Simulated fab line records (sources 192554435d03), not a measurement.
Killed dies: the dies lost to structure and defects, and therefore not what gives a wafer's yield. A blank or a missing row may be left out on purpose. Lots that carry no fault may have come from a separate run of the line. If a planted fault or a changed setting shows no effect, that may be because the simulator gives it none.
Which tool was responsible? | flow n5 finfet | 24 lots with 72 wafers sampled at 6 steps, on a route of 1938 steps

== WHAT THE GAUGES READ, wafer by wafer ==
N5_BEOL_M12_INSPECT_30: inspects for defects (macro). Usual: raw defect count at 2.1, with a standard deviation of 1.4.
lot  | measured     | on                | raw defect count | flag
L075 | day 16 07:28 | defect inspect-01 | 3 2 4            |
L078 | day 16 14:51 | defect inspect-02 | 2 3 1            |
L077 | day 17 14:54 | defect inspect-01 | 1 3 3            |
L079 | day 18 13:01 | defect inspect-01 | 1 1 3            |
L074 | day 18 15:02 | defect inspect-01 | 2 3 5            |
L080 | day 18 21:55 | defect inspect-01 | 3 1 4            |
L084 | day 18 22:19 | defect inspect-01 | 3 0 1            |
L076 | day 19 21:13 | defect inspect-02 | 1 1 4            |
L081 | day 20 09:59 | defect inspect-01 | 2 4 1            |
L083 | day 20 10:25 | defect inspect-02 | 2 1 0            |
L082 | day 20 13:46 | defect inspect-02 | 5 2 3            |
L085 | day 20 16:12 | defect inspect-02 | 3 1 2            |
L087 | day 20 22:08 | defect inspect-01 | 7 0 2            |
L091 | day 20 23:37 | defect inspect-02 | 2 1 0            |
L086 | day 20 23:38 | defect inspect-01 | 2 4 2            |
L090 | day 20 23:41 | defect inspect-02 | 1 2 3            |
L088 | day 21 01:19 | defect inspect-02 | 3 0 2            |
L089 | day 21 06:25 | defect inspect-01 | 3 0 3            |
L092 | day 21 22:41 | defect inspect-01 | 2 2 2            |
L093 | day 21 23:23 | defect inspect-02 | 4 1 2            |
L095 | day 22 01:01 | defect inspect-02 | 2 4 6            |
L094 | day 22 19:46 | defect inspect-01 | 2 0 1            |
L096 | day 23 04:08 | defect inspect-01 | 1 1 1            |
L097 | day 23 05:24 | defect inspect-01 | 2 3 2            |

N5_BEOL_M13_CD_MEAS_17: target cd 190 nm. Usual: cd nm at 189.2 nm, with a standard deviation of 1.4.
lot  | measured     | on        | cd nm (nm)        | flag
L075 | day 16 13:11 | cd sem-02 | 191.7 190.5 192.6 |
L078 | day 16 19:37 | cd sem-01 | 189.7 189.0 189.5 |
L077 | day 17 21:55 | cd sem-03 | 191.0 193.0 189.7 |
L079 | day 18 20:53 | cd sem-03 | 190.8 189.8 191.9 |
L074 | day 18 21:10 | cd sem-01 | 191.0 189.3 190.4 |
L080 | day 19 05:29 | cd sem-01 | 189.9 190.3 189.3 |
L084 | day 19 07:44 | cd sem-03 | 188.5 189.1 191.1 |
L076 | day 20 03:20 | cd sem-03 | 190.6 188.9 188.0 |
L081 | day 20 19:50 | cd sem-03 | 189.1 190.2 189.6 |
L083 | day 20 20:35 | cd sem-01 | 189.0 187.4 188.2 |
L082 | day 20 21:23 | cd sem-02 | 188.4 186.6 188.7 |
L085 | day 20 22:12 | cd sem-03 | 190.3 188.3 188.2 |
L087 | day 21 06:43 | cd sem-02 | 188.5 187.7 186.2 |
L091 | day 21 05:13 | cd sem-03 | 188.5 188.9 187.4 |
L086 | day 21 06:11 | cd sem-03 | 190.2 190.0 188.6 |
L090 | day 21 07:41 | cd sem-02 | 188.7 189.2 189.2 |
L088 | day 21 08:02 | cd sem-03 | 191.0 192.0 190.9 |
L089 | day 21 18:36 | cd sem-02 | 188.9 188.3 187.4 |
L092 | day 22 03:13 | cd sem-03 | 186.1 188.7 188.1 |
L093 | day 22 10:25 | cd sem-03 | 189.6 190.4 188.6 |
L095 | day 22 11:49 | cd sem-01 | 189.2 189.5 191.2 |
L094 | day 23 05:14 | cd sem-03 | 188.2 190.5 188.7 |
L096 | day 23 10:09 | cd sem-01 | 184.6 187.6 187.6 |
L097 | day 23 14:39 | cd sem-01 | 186.8 186.9 187.5 |

== EACH LOT AND THE TOOL THAT RAN IT (in order: tool; ch and the chambers of the sampled wafers; start) ==
lot  | N5_BEOL_M12_STRIP_37                 | N5_BEOL_M12_DEGAS_41         | N5_BEOL_M12_SPUTTER_44       | N5_BEOL_M12_DEP_53
L075 | plasma asher-01 ch 0,1, day 16 08:03 | pvd sputter-01, day 16 10:26 | pvd sputter-01, day 16 10:35 | pecvd-01 ch 1,2, day 16 11:35
L078 | plasma asher-01 ch 0,1, day 16 15:26 | pvd sputter-01, day 16 17:01 | pvd sputter-01, day 16 17:11 | pecvd-02 ch 0,2, day 16 18:11
L077 | plasma asher-01 ch 0,1, day 17 15:29 | pvd sputter-02, day 17 19:29 | pvd sputter-02, day 17 19:39 | pecvd-01 ch 0,2, day 17 20:39
L079 | plasma asher-02 ch 0,1, day 18 13:41 | pvd sputter-01, day 18 18:25 | pvd sputter-01, day 18 18:34 | pecvd-02 ch 0,1,2, day 18 19:34
L074 | plasma asher-02 ch 0,1, day 18 15:38 | pvd sputter-02, day 18 18:31 | pvd sputter-02, day 18 18:41 | pecvd-04 ch 0,1, day 18 19:50
L080 | plasma asher-01 ch 0,1, day 18 22:31 | pvd sputter-02, day 19 03:07 | pvd sputter-02, day 19 03:17 | pecvd-01 ch 0,2, day 19 04:17
L084 | plasma asher-01 ch 0,1, day 18 23:06 | pvd sputter-01, day 19 05:11 | pvd sputter-01, day 19 05:20 | pecvd-04 ch 0,1,2, day 19 06:21
L076 | plasma asher-01 ch 0,1, day 19 21:56 | pvd sputter-01, day 20 00:45 | pvd sputter-01, day 20 00:55 | pecvd-01 ch 0,1, day 20 01:54
L081 | plasma asher-02 ch 1, day 20 10:34   | pvd sputter-01, day 20 17:11 | pvd sputter-01, day 20 17:20 | pecvd-01 ch 0,2, day 20 18:21
L083 | plasma asher-02 ch 0,1, day 20 11:13 | pvd sputter-01, day 20 18:13 | pvd sputter-01, day 20 18:23 | pecvd-01 ch 0,1,2, day 20 19:23
L082 | plasma asher-02 ch 0,1, day 20 14:21 | pvd sputter-01, day 20 18:42 | pvd sputter-01, day 20 18:52 | pecvd-02 ch 0,1, day 20 20:11
L085 | plasma asher-02 ch 0,1, day 20 16:47 | pvd sputter-03, day 20 19:29 | pvd sputter-03, day 20 19:38 | pecvd-02 ch 0,1,2, day 20 21:00
L087 | plasma asher-01 ch 0,1, day 20 23:00 | pvd sputter-01, day 21 03:41 | pvd sputter-01, day 21 03:50 | pecvd-04 ch 1,2, day 21 05:30
L091 | plasma asher-02 ch 0,1, day 21 00:12 | pvd sputter-01, day 21 01:52 | pvd sputter-01, day 21 02:01 | pecvd-01 ch 0, day 21 03:57
L086 | plasma asher-01 ch 0,1, day 21 00:14 | pvd sputter-03, day 21 03:00 | pvd sputter-03, day 21 03:10 | pecvd-01 ch 0,2, day 21 04:50
L090 | plasma asher-02 ch 0,1, day 21 00:16 | pvd sputter-01, day 21 04:11 | pvd sputter-01, day 21 04:20 | pecvd-01 ch 1,2, day 21 06:16
L088 | plasma asher-02 ch 0,1, day 21 02:04 | pvd sputter-03, day 21 04:13 | pvd sputter-03, day 21 04:23 | pecvd-02 ch 0,2, day 21 06:25
L089 | plasma asher-02 ch 0,1, day 21 07:01 | pvd sputter-02, day 21 14:43 | pvd sputter-02, day 21 14:52 | pecvd-02 ch 0,2, day 21 17:07
L092 | plasma asher-02 ch 0,1, day 21 23:23 | pvd sputter-01, day 22 00:22 | pvd sputter-01, day 22 00:32 | pecvd-04 ch 0,1, day 22 01:53
L093 | plasma asher-02 ch 0,1, day 22 00:16 | pvd sputter-03, day 22 07:49 | pvd sputter-03, day 22 07:58 | pecvd-04 ch 0,1,2, day 22 08:58
L095 | plasma asher-01 ch 0,1, day 22 01:52 | pvd sputter-03, day 22 08:50 | pvd sputter-03, day 22 08:59 | pecvd-02 ch 0,1,2, day 22 10:28
L094 | plasma asher-02 ch 0,1, day 22 20:24 | pvd sputter-02, day 23 02:36 | pvd sputter-02, day 23 02:46 | pecvd-04 ch 0,1, day 23 04:02
L096 | plasma asher-02 ch 0,1, day 23 04:44 | pvd sputter-02, day 23 07:24 | pvd sputter-02, day 23 07:34 | pecvd-01 ch 0,2, day 23 08:49
L097 | plasma asher-02 ch 0,1, day 23 06:02 | pvd sputter-02, day 23 12:18 | pvd sputter-02, day 23 12:28 | pecvd-01 ch 0,1, day 23 13:27
- N5_BEOL_M12_STRIP_37: strips in N2/H2.
- N5_BEOL_M12_DEGAS_41: time 60 s.
- N5_BEOL_M12_SPUTTER_44: material Ta, target thk 10 nm, time 16.13 s.
- N5_BEOL_M12_DEP_53: deposits SiCN from 3MS/NH3, target thk 30 nm, time 10.5 s.

== WHAT THE TOOLS THEMSELVES READ (means of the sampled wafers that have a number; where no wafer has one, the mark that the record gives instead) ==
N5_BEOL_M12_STRIP_37. Usual: drypump motor current A 5.8 A, standard deviation 0.36; heater power w 363 W, standard deviation 22; oes product au 0.791 a.u., standard deviation 0.01.
lot  | tool            | drypump motor current A (A) | heater power w (W) | oes product au (a.u.) | flag
L075 | plasma asher-01 | 6.0                         | 337                | 0.794                 |
L078 | plasma asher-01 | 6.1                         | 337                | 0.804                 |
L077 | plasma asher-01 | 6.1                         | 339                | 0.788                 |
L079 | plasma asher-02 | 5.5                         | 380                | 0.789                 |
L074 | plasma asher-02 | 5.7                         | 366                | 0.788                 |
L080 | plasma asher-01 | 6.0                         | 344                | 0.790                 |
L084 | plasma asher-01 | 6.1                         | 338                | 0.797                 |
L076 | plasma asher-01 | 6.0                         | 341                | 0.781                 |
L081 | plasma asher-02 | 5.9                         | 365                | 0.785                 |
L083 | plasma asher-02 | 5.5                         | 382                | 0.798                 |
L082 | plasma asher-02 | 5.5                         | 385                | 0.801                 |
L085 | plasma asher-02 | 5.5                         | 382                | 0.797                 |
L087 | plasma asher-01 | 6.1                         | 345                | 0.792                 |
L091 | plasma asher-02 | 5.5                         | 392                | 0.793                 |
L086 | plasma asher-01 | 6.0                         | 345                | 0.799                 |
L090 | plasma asher-02 | 5.7                         | 374                | 0.780                 |
L088 | plasma asher-02 | 5.5                         | 387                | 0.785                 |
L089 | plasma asher-02 | 5.5                         | 383                | 0.785                 |
L092 | plasma asher-02 | 5.4                         | 384                | 0.797                 |
L093 | plasma asher-02 | 5.5                         | 385                | 0.787                 |
L095 | plasma asher-01 | 6.0                         | 338                | 0.787                 |
L094 | plasma asher-02 | 5.5                         | 367                | 0.789                 |
L096 | plasma asher-02 | 5.7                         | 360                | 0.773                 |
L097 | plasma asher-02 | 5.5                         | 368                | 0.796                 |

N5_BEOL_M12_DEGAS_41. Usual: heater power w 336 W, standard deviation 33; susceptor temp C 250.01 C, standard deviation 0.18.
lot  | tool           | heater power w (W) | susceptor temp C (C) | flag
L075 | pvd sputter-01 | 354                | 250.07               |
L078 | pvd sputter-01 | 298                | 250.12               |
L077 | pvd sputter-02 | 343                | 249.90               |
L079 | pvd sputter-01 | 332                | 250.26               |
L074 | pvd sputter-02 | 353                | 250.03               |
L080 | pvd sputter-02 | 326                | 249.98               |
L084 | pvd sputter-01 | 329                | 249.93               |
L076 | pvd sputter-01 | 349                | 249.74               |
L081 | pvd sputter-01 | 324                | 250.11               |
L083 | pvd sputter-01 | 334                | 249.96               |
L082 | pvd sputter-01 | 344                | 249.76               |
L085 | pvd sputter-03 | 337                | 249.89               |
L087 | pvd sputter-01 | 334                | 249.96               |
L091 | pvd sputter-01 | 366                | 249.97               |
L086 | pvd sputter-03 | 325                | 250.02               |
L090 | pvd sputter-01 | 350                | 249.90               |
L088 | pvd sputter-03 | 345                | 250.16               |
L089 | pvd sputter-02 | 356                | 249.92               |
L092 | pvd sputter-01 | 353                | 249.99               |
L093 | pvd sputter-03 | 344                | 249.99               |
L095 | pvd sputter-03 | 322                | 249.97               |
L094 | pvd sputter-02 | 326                | 249.96               |
L096 | pvd sputter-02 | 333                | 250.10               |
L097 | pvd sputter-02 | 349                | 250.01               |

N5_BEOL_M12_SPUTTER_44. Usual: substrate temp c 49.99 C, standard deviation 0.11; susceptor temp C 50.00 C, standard deviation 0.11; throttle valve pct 29.8 %, standard deviation 1.2.
lot  | tool           | substrate temp c (C) | susceptor temp C (C) | throttle valve pct (%) | flag
L075 | pvd sputter-01 | 49.98                | 50.08                | 28.7                   |
L078 | pvd sputter-01 | 49.88                | 50.01                | 29.6                   |
L077 | pvd sputter-02 | 49.88                | 49.92                | 30.5                   |
L079 | pvd sputter-01 | 49.97                | 49.99                | 29.1                   |
L074 | pvd sputter-02 | 50.03                | 49.89                | 30.9                   |
L080 | pvd sputter-02 | 49.94                | 49.95                | 30.3                   |
L084 | pvd sputter-01 | 49.96                | 49.98                | 29.2                   |
L076 | pvd sputter-01 | 49.95                | 49.93                | 28.2                   |
L081 | pvd sputter-01 | 50.08                | 50.05                | 29.0                   |
L083 | pvd sputter-01 | 50.07                | 50.08                | 29.0                   |
L082 | pvd sputter-01 | 49.98                | 49.95                | 28.8                   |
L085 | pvd sputter-03 | 50.01                | 50.04                | 30.1                   |
L087 | pvd sputter-01 | 49.87                | 50.04                | 29.1                   |
L091 | pvd sputter-01 | 50.04                | 49.97                | 28.7                   |
L086 | pvd sputter-03 | 50.05                | 50.09                | 30.0                   |
L090 | pvd sputter-01 | 49.96                | 49.93                | 28.7                   |
L088 | pvd sputter-03 | 49.97                | 50.09                | 30.2                   |
L089 | pvd sputter-02 | 50.15                | 49.90                | 31.0                   |
L092 | pvd sputter-01 | 49.92                | 50.05                | 28.2                   |
L093 | pvd sputter-03 | 49.99                | 50.02                | 30.3                   |
L095 | pvd sputter-03 | 49.92                | 50.05                | 29.8                   |
L094 | pvd sputter-02 | 49.96                | 50.05                | 30.2                   |
L096 | pvd sputter-02 | 49.89                | 50.10                | 30.7                   |
L097 | pvd sputter-02 | 49.99                | 50.05                | 30.9                   |

N5_BEOL_M12_DEP_53. Usual: showerhead plenum p Torr 4.169 Torr, standard deviation 0.022; throttle valve pct 17.6 %, standard deviation 0.8.
lot  | tool     | showerhead plenum p Torr (Torr) | throttle valve pct (%) | flag
L075 | pecvd-01 | 4.186                           | 17.1                   |
L078 | pecvd-02 | 4.140                           | 18.1                   |
L077 | pecvd-01 | 4.170                           | 17.5                   |
L079 | pecvd-02 | 4.155                           | 17.5                   |
L074 | pecvd-04 | 4.170                           | 17.1                   |
L080 | pecvd-01 | 4.166                           | 17.6                   |
L084 | pecvd-04 | 4.160                           | 17.4                   |
L076 | pecvd-01 | 4.189                           | 17.3                   |
L081 | pecvd-01 | 4.175                           | 17.9                   |
L083 | pecvd-01 | 4.186                           | 17.3                   |
L082 | pecvd-02 | 4.173                           | 17.2                   |
L085 | pecvd-02 | 4.159                           | 17.7                   |
L087 | pecvd-04 | 4.164                           | 17.8                   |
L091 | pecvd-01 | 4.171                           | 18.5                   |
L086 | pecvd-01 | 4.175                           | 17.9                   |
L090 | pecvd-01 | 4.190                           | 17.0                   |
L088 | pecvd-02 | 4.165                           | 18.4                   |
L089 | pecvd-02 | 4.143                           | 18.4                   |
L092 | pecvd-04 | 4.172                           | 17.2                   |
L093 | pecvd-04 | 4.159                           | 17.5                   |
L095 | pecvd-02 | 4.158                           | 17.6                   |
L094 | pecvd-04 | 4.170                           | 17.1                   |
L096 | pecvd-01 | 4.168                           | 17.7                   |
L097 | pecvd-01 | 4.183                           | 18.2                   |

== THE ANSWER, worked out from the rows above alone ==
Rule: lot off if the mean of its wafers having a number is beyond 3 standard deviations from the usual mean. A lot without any number at a reading at which 4 lots or more have one is off too. Where the step has rows for the other lots, those lots are counted as sound. After the gauges, taken in route order, come the tools' own readings; for these a lot's mean is taken, as printed above. At the first step where some lot is off, the reading lying furthest off is the one used; lots without a number count as furthest.
No lot is off on any of the readings shown, so nothing can be concluded from this.

== WHAT THE SIMULATOR HAD PUT IN ==
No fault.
